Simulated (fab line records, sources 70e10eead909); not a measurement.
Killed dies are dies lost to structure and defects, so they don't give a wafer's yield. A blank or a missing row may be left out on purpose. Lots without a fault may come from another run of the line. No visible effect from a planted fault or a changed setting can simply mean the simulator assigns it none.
Which of the tools did it? + flow nandHarc + 13 lots, 39 wafers sampled, at 5 steps of a route of 1302

WHAT THE GAUGES READ, wafer by wafer
NHARC_HYBRID_BOND_INSPECT_06: inspects for defects (ir void).
| lot  | measured     | on               | rawDefectCount |
|------|--------------|------------------|----------------|
| L619 | day 24 00:20 | defectInspect-02 | 123 113 99     |
| L621 | day 25 01:03 | defectInspect-01 | 53 58 47       |
| L623 | day 25 01:03 | defectInspect-02 | 62 59 58       |
| L622 | day 25 01:05 | defectInspect-01 | 126 126 141    |
| L624 | day 25 09:58 | defectInspect-02 | 60 94 67       |
| L636 | day 30 16:16 | defectInspect-01 | 130 112 103    |
| L637 | day 30 16:17 | defectInspect-02 | 108 108 109    |
| L639 | day 32 12:44 | defectInspect-01 | 30 33 43       |
| L640 | day 31 22:45 | defectInspect-02 | 124 123 155    |
| L641 | day 31 22:45 | defectInspect-01 | 54 50 60       |
| L642 | day 33 01:29 | defectInspect-02 | 90 95 94       |

NHARC_END_SORT_01.
| lot  | measured     | on        | killedAtArray | killedAtOther | killedAtPeriphery | killedDies  | killedOpen | killedShort |
|------|--------------|-----------|---------------|---------------|-------------------|-------------|------------|-------------|
| L629 | day 29 04:44 | prober-01 | 672 670 672   | 0 0 0         | 5 7 5             | 677 677 677 | 4 3 3      | 3 1 2       |
| L630 | day 29 05:31 | prober-02 | 676 673 675   | 1 1 2         | 0 3 0             | 677 677 677 | 3 3 3      | 2 5 8       |

EACH LOT AND THE TOOL THAT RAN IT (in order: tool; ch and the chambers of the sampled wafers; start)
| lot  | NHARC_A_CHANNEL_HOLE_D1_DEP_00 | NHARC_THIN_TSV_ETCH_44            | NHARC_THIN_TSV_STRIP_56             |
|------|--------------------------------|-----------------------------------|-------------------------------------|
| L619 | aclDep-02 ch 0, day 9 05:08    | rieDiel-10 ch 0,1,3, day 24 03:18 | plasmaAsher-02 ch 0,1, day 24 09:35 |
| L621 | aclDep-01 ch 0, day 9 18:13    | rieDiel-04 ch 0,1,2, day 25 03:58 | plasmaAsher-02 ch 0,1, day 25 10:23 |
| L623 | aclDep-01 ch 0, day 10 01:45   | rieDiel-04 ch 0,1,3, day 25 05:06 | plasmaAsher-01 ch 0,1, day 25 11:24 |
| L622 | aclDep-03 ch 0, day 10 01:54   | rieDiel-10 ch 1,2,3, day 25 06:30 | plasmaAsher-02 ch 0,1, day 25 12:43 |
| L624 | aclDep-01 ch 0, day 10 10:39   | rieDiel-10 ch 0,1,2, day 25 13:29 | plasmaAsher-01 ch 0,1, day 25 19:46 |
| L629 | aclDep-01 ch 0, day 12 12:22   | -                                 | -                                   |
| L630 | aclDep-01 ch 0, day 12 20:58   | -                                 | -                                   |
| L636 | aclDep-02 ch 0, day 15 09:52   | rieDiel-10 ch 1,2,3, day 30 19:16 | plasmaAsher-01 ch 0,1, day 31 01:37 |
| L637 | aclDep-03 ch 0, day 15 17:56   | rieDiel-10 ch 1,2, day 30 20:16   | plasmaAsher-01 ch 0,1, day 31 02:32 |
| L639 | aclDep-01 ch 0, day 17 00:42   | rieDiel-04 ch 0,1,2, day 32 15:47 | plasmaAsher-01 ch 0,1, day 32 21:53 |
| L640 | aclDep-02 ch 0, day 17 00:59   | rieDiel-10 ch 1,3, day 32 02:39   | plasmaAsher-01 ch 1, day 32 09:20   |
| L641 | aclDep-03 ch 0, day 17 09:48   | rieDiel-05 ch 0,1, day 32 04:07   | plasmaAsher-02 ch 0,1, day 32 10:35 |
| L642 | aclDep-01 ch 0, day 18 00:32   | rieDiel-05 ch 0,2,3, day 33 04:35 | plasmaAsher-01 ch 0,1, day 33 11:08 |
- NHARC_A_CHANNEL_HOLE_D1_DEP_00: deposits aC, target thk 3100 nm.
- NHARC_THIN_TSV_ETCH_44: etches the open film in CF4/O2, target depth 1594.2 nm, time 797.1 s.
- NHARC_THIN_TSV_STRIP_56: strips in O2.

AS READ BY THE TOOLS THEMSELVES (means over the sampled wafers that have a number; for cases with no such wafer, the mark the record gives instead)
NHARC_A_CHANNEL_HOLE_D1_DEP_00.
| lot  | tool      | throttleValvePct (%) |
|------|-----------|----------------------|
| L619 | aclDep-02 | 35.007               |
| L621 | aclDep-01 | 35.003               |
| L623 | aclDep-01 | 34.993               |
| L622 | aclDep-03 | 34.990               |
| L624 | aclDep-01 | 35.008               |
| L629 | aclDep-01 | 35.001               |
| L630 | aclDep-01 | 35.007               |
| L636 | aclDep-02 | 34.996               |
| L637 | aclDep-03 | 35.002               |
| L639 | aclDep-01 | 34.992               |
| L640 | aclDep-02 | 34.995               |
| L641 | aclDep-03 | 35.002               |
| L642 | aclDep-01 | 34.999               |

NHARC_THIN_TSV_ETCH_44.
| lot  | tool       | drypumpMotorCurrentA (A) | oesProductAu (a.u.) | rfFwdPowerW (W) | rfVppV (V) | showerheadPlenumPTorr (Torr) | throttleValvePct (%) |
|------|------------|--------------------------|---------------------|-----------------|------------|------------------------------|----------------------|
| L619 | rieDiel-10 | 5.9                      | 1.013               | 299.6           | 794        | 1.82                         | 16.918               |
| L621 | rieDiel-04 | 6.1                      | 1.015               | 300.0           | 795        | 1.84                         | 16.916               |
| L623 | rieDiel-04 | 5.8                      | 1.013               | 299.3           | 798        | 1.89                         | 16.912               |
| L622 | rieDiel-10 | 5.9                      | 0.995               | 299.2           | 795        | 1.83                         | 16.913               |
| L624 | rieDiel-10 | 5.7                      | 1.003               | 300.4           | 797        | 1.88                         | 16.919               |
| L636 | rieDiel-10 | 5.9                      | 0.999               | 299.6           | 794        | 1.82                         | 16.918               |
| L637 | rieDiel-10 | 5.8                      | 1.008               | 299.0           | 796        | 1.83                         | 16.906               |
| L639 | rieDiel-04 | 6.0                      | 1.006               | 299.8           | 795        | 1.84                         | 16.911               |
| L640 | rieDiel-10 | 6.1                      | 1.011               | 299.9           | 791        | 1.77                         | 16.913               |
| L641 | rieDiel-05 | 5.6                      | 1.008               | 299.2           | 798        | 1.90                         | 16.912               |
| L642 | rieDiel-05 | 6.0                      | 1.004               | 298.7           | 800        | 1.91                         | 16.919               |

NHARC_THIN_TSV_STRIP_56.
| lot  | tool           | drypumpMotorCurrentA (A) | heaterPowerW (W) |
|------|----------------|--------------------------|------------------|
| L619 | plasmaAsher-02 | 4.9                      | 345              |
| L621 | plasmaAsher-02 | 5.1                      | 345              |
| L623 | plasmaAsher-01 | 5.6                      | 347              |
| L622 | plasmaAsher-02 | 5.1                      | 343              |
| L624 | plasmaAsher-01 | 5.6                      | 351              |
| L636 | plasmaAsher-01 | 5.5                      | 359              |
| L637 | plasmaAsher-01 | 5.5                      | 357              |
| L639 | plasmaAsher-01 | 5.6                      | 348              |
| L640 | plasmaAsher-01 | 5.7                      | 346              |
| L641 | plasmaAsher-02 | 4.9                      | 351              |
| L642 | plasmaAsher-01 | 5.6                      | 345              |

THE ANSWER, worked out from the rows above alone
Rule: usual is defined by the lots themselves. The widest of any qualifying gaps counts: lots, ordered by their means at a reading, are off when they make up no more than a third of the lots, leave a main group of 4 or more, and stand apart from it by 3 or more times the standard deviation of that group's means. The tables above print the reading to a certain number of digits; a main group whose means all agree to those digits is not used. Also off: a lot with no number at a reading for which 4 or more lots have one. Any other lot the step has rows for is counted as sound. The gauges are gone through in route order, then the tools' own readings, and for those a lot's mean is taken as printed above. The first step at which some lot is off is used, and at that step the reading that is off furthest; a lot without a number counts as furthest.
No lot is off at any reading shown: from this, nothing can be told.

WHAT THE SIMULATOR PUT IN
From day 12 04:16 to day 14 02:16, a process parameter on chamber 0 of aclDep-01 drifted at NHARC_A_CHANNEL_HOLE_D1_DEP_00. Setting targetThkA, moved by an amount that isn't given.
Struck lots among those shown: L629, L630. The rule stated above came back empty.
